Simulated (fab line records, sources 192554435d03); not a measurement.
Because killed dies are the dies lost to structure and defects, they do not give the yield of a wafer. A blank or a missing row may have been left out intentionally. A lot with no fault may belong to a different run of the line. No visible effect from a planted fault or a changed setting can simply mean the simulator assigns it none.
Lot-split experiment + flow n5 finfet + 39 wafers read from 7 lots, route of 1938 steps

SPLIT DETAILS
At N5_MIM_BOT_ETCH_ETCH_00 (etches TiN in Cl2/BCl3, target depth 45.5 nm), the setting target depth a was moved away from the recipe's 455 angstrom on 12 of the 39 wafers read, by -51.1% to +18.2%. For the rest of the wafers, this setting stayed at what the recipe calls for.

The split's own step is where the reading is taken.

THE READING
etch.depth nm (the simulator's own value, which no gauge read), in nm, at N5_MIM_BOT_ETCH_ETCH_00 (etches TiN in Cl2/BCl3, target depth 45.5 nm). The file does not state a usual value for it. Average 46.52 nm, standard deviation 1 nm, over the 27 wafers here run with the recipe.

| wafer  | tool, chamber at the split | target depth a as run, angstrom | against the recipe | etch.depth nm, nm | against lot-mates on the recipe |
|--------|----------------------------|---------------------------------|--------------------|-------------------|---------------------------------|
| L075.1 | rie metal-02, 0            | 455                             | recipe             | 45.63             | -                               |
| L075.2 | rie metal-02, 1            | 297                             | -34.7%             | 31.11             | -15.23                          |
| L075.3 | rie metal-02, 0            | 455                             | recipe             | 45.66             | -                               |
| L075.4 | rie metal-02, 1            | 297                             | -34.7%             | 31.26             | -15.08                          |
| L075.5 | rie metal-02, 1            | 455                             | recipe             | 47.74             | -                               |
| L075.6 | rie metal-02, 0            | 297                             | -34.7%             | 29.54             | -16.80                          |
| L079.1 | rie metal-02, 1            | 455                             | recipe             | 47.66             | -                               |
| L079.2 | rie metal-02, 0            | 455                             | recipe             | 46.31             | -                               |
| L079.3 | rie metal-02, 1            | 455                             | recipe             | 47.75             | -                               |
| L079.4 | rie metal-02, 0            | 455                             | recipe             | 46.08             | -                               |
| L079.5 | rie metal-02, 1            | 455                             | recipe             | 47.68             | -                               |
| L079.6 | rie metal-02, 0            | 455                             | recipe             | 45.93             | -                               |
| L081.1 | rie metal-02, 0            | 537.8                           | +18.2%             | 54.68             | +7.62                           |
| L081.2 | rie metal-02, 1            | 537.8                           | +18.2%             | 56.48             | +9.42                           |
| L081.3 | rie metal-02, 0            | 537.8                           | +18.2%             | 54.57             | +7.51                           |
| L081.4 | rie metal-02, 1            | 455                             | recipe             | 47.55             | -                               |
| L081.5 | rie metal-02, 1            | 455                             | recipe             | 47.54             | -                               |
| L081.6 | rie metal-02, 0            | 455                             | recipe             | 46.1              | -                               |
| L085.1 | rie metal-03, 1            | 455                             | recipe             | 45.92             | -                               |
| L085.2 | rie metal-03, 0            | 455                             | recipe             | 45.01             | -                               |
| L085.3 | rie metal-03, 0            | 455                             | recipe             | 45.03             | -                               |
| L085.4 | rie metal-03, 1            | 455                             | recipe             | 45.87             | -                               |
| L085.5 | rie metal-03, 0            | 455                             | recipe             | 44.97             | -                               |
| L085.6 | rie metal-03, 1            | 455                             | recipe             | 46.22             | -                               |
| L087.1 | rie metal-02, 1            | 222.3                           | -51.1%             | 23.26             | -23.64                          |
| L087.2 | rie metal-02, 0            | 455                             | recipe             | 46.49             | -                               |
| L087.3 | rie metal-02, 1            | 222.3                           | -51.1%             | 23.28             | -23.62                          |
| L087.4 | rie metal-02, 0            | 222.3                           | -51.1%             | 22.7              | -24.20                          |
| L087.5 | rie metal-02, 1            | 455                             | recipe             | 47.8              | -                               |
| L087.6 | rie metal-02, 0            | 455                             | recipe             | 46.4              | -                               |
| L090.1 | rie metal-02, 1            | 455                             | recipe             | 47.44             | -                               |
| L090.2 | rie metal-02, 0            | 524                             | +15.2%             | 53.5              | +6.30                           |
| L090.3 | rie metal-02, 0            | 524                             | +15.2%             | 53.29             | +6.09                           |
| L090.4 | rie metal-02, 1            | 524                             | +15.2%             | 54.68             | +7.48                           |
| L090.5 | rie metal-02, 1            | 455                             | recipe             | 47.81             | -                               |
| L090.6 | rie metal-02, 0            | 455                             | recipe             | 46.34             | -                               |
| L089.1 | rie metal-01, 1            | 455                             | recipe             | 47.18             | -                               |
| L089.2 | rie metal-01, 0            | 455                             | recipe             | 44.19             | -                               |
| L089.6 | rie metal-01, 1            | 455                             | recipe             | 47.66             | -                               |

FIT RESULTS
A straight line over all 39 wafers: etch.depth nm changes by +0.462 nm for each +1% of target depth a; r = +0.99; the points scatter about the line by 0.98 nm.
The same after taking each lot's own level away (the mean of its wafers on the recipe; 39 wafers): +0.459 nm for each +1%; r = +1.00; scatter 0.83 nm.
That fit puts the effect of the largest move of target depth a on the reading at 23 nm.
Across the lots, their own levels run from 45.503 to 47.197 nm, a range of 1.6 times the standard deviation given above.
So the lot-to-lot level changes the slope little: the two slopes agree.
Check: for one of the wafers moved furthest among these (-51.1%), held out of the fit, the line's prediction against its lot-mates is -23.5 nm. It came out at -23.6 nm against them.

ADDITIONAL SPLITS CARRIED BY THESE WAFERS
Other splits were also applied to these wafers ahead of the reading. Each is held against what the fit with the lots' levels taken away leaves over:
| other split on the same wafers | wafers away from the commonest value | r with etch.depth nm (lot level and that fit taken away) |
|--------------------------------|--------------------------------------|----------------------------------------------------------|
| N5_BEOL_M9_ETCH_62 time s      | 15                                   | -0.14                                                    |
| N5_BEOL_M11_ETCH_41 time s     | 9                                    | -0.13                                                    |

FILE'S OWN FIT
etch.depth nm changes by +0.459 nm for each +1% of target depth a, r = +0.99.
